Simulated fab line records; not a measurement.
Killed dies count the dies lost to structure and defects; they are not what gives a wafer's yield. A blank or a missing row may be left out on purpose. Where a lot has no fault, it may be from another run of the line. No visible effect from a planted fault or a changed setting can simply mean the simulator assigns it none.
fab line records | flow n5Finfet | part 2 of 2: steps 4 to 6 of 6
record: lots: 19 wafers: 57 lastDay: 17
route steps=1938 shown BEOL_M0_SAQP@677 BEOL_M0@721 BEOL_M1@788
lots that met no fault: taken from a fault-free run of the same line
startH: the number of hours between the record's first day and the start of the first shown wafer of the lot | waitH: time in hours since the lot's previous step | " unchanged from the row above | L1.1+2: one row covering several wafers at once | - no value present, or no start provided | * or withheld: withheld | < > ~ a bound
route shown NAME@n: a module of which the file shows steps, and the number in the route of the first | usual: mean/standard deviation of fault-free wafers | same: alike in all rows | chamber/n: place in a boat | sites: each site's reading | _std_site: the values' standard deviation | _edge_site: mean of outer sites minus mean of inner sites | radiusMm: for every site, how far away it sits from the centre of the wafer | mask NAME#n: copy n | behind: the tool/chamber that last shaped the wafer | hold: why the lot was held/for how many hours/how that ended | device: transistor that didn't switch, given as n, p or np | end of line: tests of these same wafers at the route's end | a step with no rows: only its recipe | killed: dies that structure and defects cost at the first sort, which is not the same as the wafer's yield | map: shows each die of a wafer: x if killed, . if not, _ if none is there
set.NAME: the setting as run; set.NAME@STEP: as run at that earlier step | model.NAME: the simulator's own value behind a step, which no gauge read
steps of the route over a sample of lots; a table a step, a row a wafer
services: a tool's chamber out of use, with start hour (startH, from the record's first day; less than 0 if before it), hours out, and reason
== steps ==
step: N5_BEOL_M0_ETCH_109
recipe: chemistry: CH3F/O2 targetDepthA: 80 overetchA: 24 target: SiCN timeS: 27.4 ionEnergyEv: 120 pressureMtorr: 30 sourceW: 395 biasW: 75 Ar_flow_sccm: 150 CH3F_flow_sccm: 30 O2_flow_sccm: 20
usual: O2_flow_sccm: 20.00/0.057 drypumpMotorCurrentA: 5.8/0.44 mfcArSccm: 150.0/0.44 oesProductAu: 0.65/0.047 rfVppV: 297.8/1.1 showerheadPlenumPTorr: 2.03/0.037 throttleValvePct: 16.41/0.21
columns lot.wafer tool chamber startH waitH O2_flow_sccm drypumpMotorCurrentA mfcArSccm oesProductAu rfHoursCounterH rfVppV showerheadPlenumPTorr throttleValvePct
L074.3 rieDiel-05 0 118.13 0.0 20.00 5.5 149.6 0.68 95 296.8 2.03 16.55
L074.5 " 2 " " 19.93 4.9 149.9 0.65 - 299.1 2.07 16.02
L074.6 " 1 " " 20.15 6.2 149.7 0.73 - 298.1 2.04 16.39
L075.3 rieDiel-05 1 121.48 0.1 19.95 6.2 150.0 0.71 61 299.2 2.04 16.41
L075.4 " 0 " " 20.05 5.5 150.3 0.66 96 296.6 2.03 16.54
L075.6 " 0 " " 20.05 5.5 150.9 0.68 - 298.1 2.03 16.56
L077.2 rieDiel-02 0 138.86 0.4 19.96 6.5 150.1 0.73 45 299.0 2.11 16.22
L077.5 " 0 " " 20.01 6.5 150.1 0.74 - 301.1 2.11 16.21
L077.6 " 3 " " 19.99 5.9 150.7 0.67 - 296.4 2.01 16.59
L078.1 rieDiel-06 2 148.16 0.2 20.09 5.5 149.8 0.68 103 296.7 2.02 16.22
L078.3 " 1 " " 20.02 5.7 150.9 0.62 194 298.4 2.06 16.39
L078.6 " 3 " " 19.99 5.7 149.7 0.72 - 297.7 2.04 16.47
L080.1 rieDiel-02 0 155.75 0.2 20.10 6.5 150.6 0.76 50 298.8 2.10 16.24
L080.2 " 3 " " 20.08 5.8 150.1 0.66 116 297.6 2.01 16.59
L080.4 " 2 " " 20.03 5.1 149.5 0.64 185 297.3 2.01 16.82
L083.3 rieDiel-06 0 171.66 0.3 19.95 6.4 149.5 0.60 199 296.0 1.98 16.63
L083.4 " 3 " " 19.96 5.7 149.4 0.70 88 297.4 2.04 16.49
L083.5 " 0 " " 20.00 6.4 149.9 0.60 - 296.5 1.98 16.64
L084.3 rieDiel-02 3 178.99 0.1 20.04 5.9 149.8 0.66 118 297.1 2.01 16.62
L084.4 " 0 " " 20.04 6.5 150.3 0.74 53 299.0 2.10 16.24
L084.6 " 1 " " 20.03 6.3 150.3 0.62 - 296.8 1.98 16.19
L086.2 rieDiel-06 2 192.49 0.2 19.99 5.5 149.9 0.67 121 297.0 2.01 16.25
L086.3 " 0 " " 20.04 6.4 150.6 0.59 206 297.4 1.98 16.66
L086.5 " 2 " " 19.94 5.5 150.1 0.67 - 297.5 2.01 16.25
L087.3 rieDiel-06 3 197.37 0.0 19.99 5.7 149.5 0.69 99 296.5 2.03 16.52
L087.4 " 1 " " 20.02 5.7 149.9 0.60 211 298.7 2.05 16.42
L087.5 " 0 " " 20.07 6.4 149.6 0.61 - 297.4 1.98 16.67
L088.1 rieDiel-05 3 204.61 0.0 19.88 5.5 150.1 0.68 101 298.3 2.09 16.10
L088.3 " 2 " " 19.95 4.9 150.3 0.62 195 298.3 2.06 16.09
L088.5 " 0 " " 19.96 5.5 150.0 0.65 - 297.3 2.02 16.62
L089.1 rieDiel-06 1 210.04 0.4 19.98 5.7 151.0 0.59 216 297.9 2.05 16.43
L089.5 " 2 " " 19.99 5.5 150.0 0.64 - 298.1 2.01 16.26
L089.6 " 3 " " 20.13 5.7 149.4 0.70 - 297.6 2.03 16.53
L090.2 rieDiel-06 2 217.99 0.0 19.90 5.5 149.7 0.65 131 296.9 2.01 16.26
L090.5 " 1 " " 20.07 5.7 149.6 0.58 - 297.5 2.05 16.42
L090.6 " 0 " " 20.07 6.4 149.6 0.60 - 296.5 1.98 16.69
L091.1 rieDiel-06 0 221.09 0.0 20.13 6.4 150.2 0.60 218 296.2 1.98 16.67
L091.2 " 1 " " 19.92 5.7 149.3 0.59 220 298.1 2.05 16.42
L091.6 " 0 " " 20.05 6.4 150.0 0.60 - 297.1 1.98 16.70
L092.1 rieDiel-06 1 227.30 0.0 20.01 5.7 149.8 0.58 224 296.9 2.05 16.44
L092.3 " 3 " " 19.96 5.7 149.9 0.69 104 297.5 2.03 16.51
L092.4 " 2 " " 20.03 5.5 150.6 0.65 136 298.9 2.01 16.28
L093.2 rieDiel-02 0 232.77 0.0 20.00 6.5 150.1 0.70 75 299.4 2.10 16.28
L093.4 " 1 " " 19.94 6.2 150.0 0.60 - 297.7 1.97 16.24
L093.5 " 3 " " 19.98 5.9 150.1 0.64 - 297.0 2.00 16.64
L094.1 rieDiel-05 0 237.66 0.0 20.04 5.5 150.0 0.64 141 297.4 2.01 16.64
L094.2 " 1 " " 19.98 6.2 150.5 0.69 106 299.2 2.03 16.49
L094.3 " 2 " " 19.98 4.9 149.8 0.61 206 300.2 2.06 16.11
L095.2 rieDiel-05 1 242.22 0.0 20.00 6.2 150.4 0.70 108 296.7 2.02 16.49
L095.3 " 2 " " 20.08 4.9 150.1 0.62 208 298.9 2.06 16.13
L095.5 " 0 " " 20.03 5.5 149.6 0.66 - 296.3 2.01 16.65
L096.2 rieDiel-06 1 249.98 0.0 19.92 5.7 150.3 0.59 230 298.1 2.05 16.46
L096.4 " 0 " " 19.91 6.4 149.3 0.60 229 295.3 1.97 16.71
L096.5 " 2 " " 20.17 5.5 149.1 0.66 - 297.6 2.00 16.29
L097.1 rieDiel-06 0 251.46 0.4 20.09 6.4 149.4 0.59 230 296.5 1.97 16.71
L097.3 " 3 " " 20.07 5.7 150.1 0.68 113 296.8 2.03 16.53
L097.5 " 1 " " 20.08 5.7 150.1 0.58 - 300.0 2.05 16.46
step: N5_BEOL_M1_INSPECT_30
recipe: mode: adi inspectInstrument: brightfield
usual: rawDefectCount: 421/83
columns lot.wafer tool chamber startH waitH rawDefectCount
L074.3 defectInspect-01 - 123.87 0.0 362
L074.5 " - " " 397
L074.6 " - " " 488
L075.3 defectInspect-01 - 128.07 0.0 314
L075.4 " - " " 567
L075.6 " - " " 620
L077.2 defectInspect-02 - 145.46 0.0 430
L077.5 " - " " 458
L077.6 " - " " 350
L078.1 defectInspect-01 - 154.70 0.1 335
L078.3 " - " " 310
L078.6 " - " " 300
L080.1 defectInspect-02 - 162.69 0.1 406
L080.2 " - " " 420
L080.4 " - " " 410
L083.3 defectInspect-01 - 180.38 0.0 530
L083.4 " - " " 391
L083.5 " - " " 475
L084.3 defectInspect-02 - 183.79 0.0 598
L084.4 " - " " 462
L084.6 " - " " 341
L086.2 defectInspect-02 - 197.30 0.0 392
L086.3 " - " " 406
L086.5 " - " " 459
L087.3 defectInspect-02 - 202.91 0.0 292
L087.4 " - " " 351
L087.5 " - " " 304
L088.1 defectInspect-02 - 210.15 0.1 503
L088.3 " - " " 431
L088.5 " - " " 517
L089.1 defectInspect-01 - 214.80 0.1 478
L089.5 " - " " 461
L089.6 " - " " 445
L090.2 defectInspect-01 - 224.98 0.0 341
L090.5 " - " " 427
L090.6 " - " " 410
L091.1 defectInspect-02 - 226.52 0.1 354
L091.2 " - " " 402
L091.6 " - " " 447
L092.1 defectInspect-02 - 234.55 0.1 474
L092.3 " - " " 371
L092.4 " - " " 286
L093.2 defectInspect-02 - 238.65 0.0 397
L093.4 " - " " 412
L093.5 " - " " 382
L094.1 defectInspect-01 - 243.76 0.1 368
L094.2 " - " " 452
L094.3 " - " " 374
L095.2 defectInspect-02 - 248.10 0.0 465
L095.3 " - " " 355
L095.5 " - " " 390
L096.2 defectInspect-02 - 255.01 0.0 459
L096.4 " - " " 379
L096.5 " - " " 584
L097.1 defectInspect-01 - 258.42 0.1 521
L097.3 " - " " 519
L097.5 " - " " 463
step: N5_BEOL_M1_DESCUM_33
recipe: chemistry: O2 timeS: 7 sourcePowerW: 50 biasPowerW: 20 pressureMtorr: 20 rfFrequencyHz: 2.712e+07 tempC: 40 resist: CAR-EUV o2FlowSccm: 225
usual: drypumpMotorCurrentA: 5.7/0.35 oesProductAu: 0.76/0.071 rfVppV: 243.2/1.4 showerheadPlenumPTorr: 2.10/0.068 throttleValvePct: 20.61/0.25
columns lot.wafer tool chamber startH waitH drypumpMotorCurrentA oesProductAu rfHoursCounterH rfVppV showerheadPlenumPTorr throttleValvePct
L074.3 rieDiel-03 3 123.91 0.0 5.2 0.76 162 244.7 2.19 20.67
L074.5 " 1 " " 5.8 0.75 - 242.2 2.11 20.69
L074.6 " 0 " " 5.7 0.74 - 244.4 2.19 20.69
L075.3 rieDiel-03 0 128.10 0.0 5.6 0.75 134 245.7 2.19 20.69
L075.4 " 3 " " 5.3 0.77 162 243.6 2.19 20.66
L075.6 " 1 " " 5.7 0.76 - 243.8 2.11 20.71
L077.2 rieDiel-03 2 145.49 0.0 5.5 0.74 155 241.1 2.01 20.66
L077.5 " 3 " " 5.2 0.76 - 244.4 2.19 20.67
L077.6 " 0 " " 5.7 0.74 - 243.9 2.19 20.70
L078.1 rieDiel-04 0 155.05 0.4 4.7 0.70 193 241.9 2.00 20.69
L078.3 " 2 " " 5.7 0.73 173 245.9 2.18 20.18
L078.6 " 0 " " 4.7 0.69 - 242.6 2.00 20.69
L080.1 rieDiel-03 1 162.73 0.0 5.7 0.75 176 244.6 2.10 20.73
L080.2 " 0 " " 5.7 0.73 145 245.0 2.19 20.71
L080.4 " 3 " " 5.2 0.76 173 242.9 2.19 20.68
L083.3 rieDiel-03 2 180.41 0.0 5.5 0.74 165 242.1 2.01 20.68
L083.4 " 3 " " 5.3 0.75 178 244.8 2.19 20.69
L083.5 " 0 " " 5.7 0.74 - 245.3 2.19 20.71
L084.3 rieDiel-03 2 183.82 0.0 5.5 0.74 166 241.7 2.01 20.69
L084.4 " 2 " " 5.5 0.74 - 241.4 2.01 20.68
L084.6 " 3 " " 5.3 0.75 - 243.8 2.19 20.68
L086.2 rieDiel-01 2 197.34 0.0 6.3 0.73 169 242.4 2.10 20.69
L086.3 " 3 " " 5.8 0.73 182 241.6 2.02 20.50
L086.5 " 3 " " 5.8 0.73 - 241.0 2.02 20.49
L087.3 rieDiel-03 2 202.94 0.0 5.5 0.73 174 241.9 2.00 20.71
L087.4 " 1 " " 5.7 0.73 190 243.1 2.10 20.75
L087.5 " 0 " " 5.7 0.71 - 243.7 2.18 20.73
L088.1 rieDiel-03 1 210.55 0.4 5.8 0.73 192 242.7 2.10 20.74
L088.3 " 2 " " 5.5 0.73 177 241.4 2.00 20.71
L088.5 " 2 " " 5.5 0.73 - 241.0 2.00 20.72
L089.1 rieDiel-01 2 214.83 0.0 6.3 0.72 177 243.8 2.10 20.70
L089.5 " 3 " " 5.8 0.73 - 242.5 2.01 20.53
L089.6 " 2 " " 6.3 0.72 - 244.1 2.10 20.69
L090.2 rieDiel-01 2 225.01 0.0 6.3 0.71 180 243.2 2.10 20.71
L090.5 " 1 " " 6.0 0.87 - 244.5 2.11 19.96
L090.6 " 0 " " 5.3 0.99 - 243.4 2.15 20.55
L091.1 rieDiel-04 1 226.56 0.0 6.1 0.95 16 242.7 2.05 20.18
L091.2 " 0 " " 4.7 0.68 217 240.9 2.00 20.73
L091.6 " 2 " " 5.7 0.72 - 244.3 2.17 20.21
L092.1 rieDiel-04 0 234.58 0.0 4.7 0.67 220 240.9 1.99 20.72
L092.3 " 2 " " 5.7 0.71 200 244.2 2.17 20.22
L092.4 " 3 " " 5.9 0.70 235 242.0 2.08 21.01
L093.2 rieDiel-03 2 238.68 0.0 5.5 0.72 186 241.2 2.00 20.75
L093.4 " 3 " " 5.3 0.73 200 244.6 2.18 20.71
L093.5 " 1 " " 5.7 0.73 - 243.3 2.09 20.76
L094.1 rieDiel-04 2 243.79 0.0 5.7 0.71 204 245.1 2.17 20.22
L094.2 " 1 " " 6.1 0.93 21 245.3 2.04 20.18
L094.3 " 3 " " 5.9 0.70 239 242.7 2.08 21.01
L095.2 rieDiel-03 1 248.14 0.0 5.7 0.72 203 242.7 2.09 20.76
L095.3 " 0 " " 5.6 0.71 168 244.0 2.18 20.75
L095.5 " 3 " " 5.3 0.73 - 242.7 2.18 20.72
L096.2 rieDiel-01 0 255.04 0.0 5.3 0.96 15 244.4 2.15 20.56
L096.4 " 3 " " 5.8 0.71 202 242.2 2.01 20.54
L096.5 " 1 " " 6.0 0.85 - 244.8 2.11 19.97
L097.1 rieDiel-04 1 258.45 0.0 6.0 0.92 26 242.5 2.04 20.18
L097.3 " 2 " " 5.8 0.71 209 244.1 2.17 20.22
L097.5 " 0 " " 4.7 0.68 - 240.5 1.99 20.74
== services ==
columns tool chamber startH hours kind
rieDiel-01 3 89.35 5.1 repair
rieDiel-06 3 91.74 2.4 repair
rieDiel-04 1 100.49 1.5 repair
rieDiel-01 - 103.88 18.9 repair
rieDiel-04 3 109.90 12.2 repair
rieDiel-04 3 126.58 27.6 repair
rieDiel-01 - 126.93 0.3 repair
rieDiel-04 - 138.91 0.5 repair
rieDiel-02 - 156.72 16.8 repair
rieDiel-06 1 161.09 4.9 repair
rieDiel-05 2 164.28 5.6 repair
rieDiel-01 0 188.11 - clean
rieDiel-01 0 188.11 - consumableReplace:focusRing
rieDiel-01 1 203.57 15.6 repair
rieDiel-06 3 211.16 15.1 repair
rieDiel-02 2 226.34 13.2 repair
rieDiel-06 1 233.21 4.6 repair
rieDiel-04 0 241.77 2.9 repair
rieDiel-06 - 242.52 0.3 repair
rieDiel-03 3 243.02 4.6 repair
rieDiel-02 1 251.75 - clean
rieDiel-02 1 251.75 - consumableReplace:focusRing
rieDiel-02 1 251.75 19.5 scheduledDown
rieDiel-02 1 251.75 19.5 ventCycle
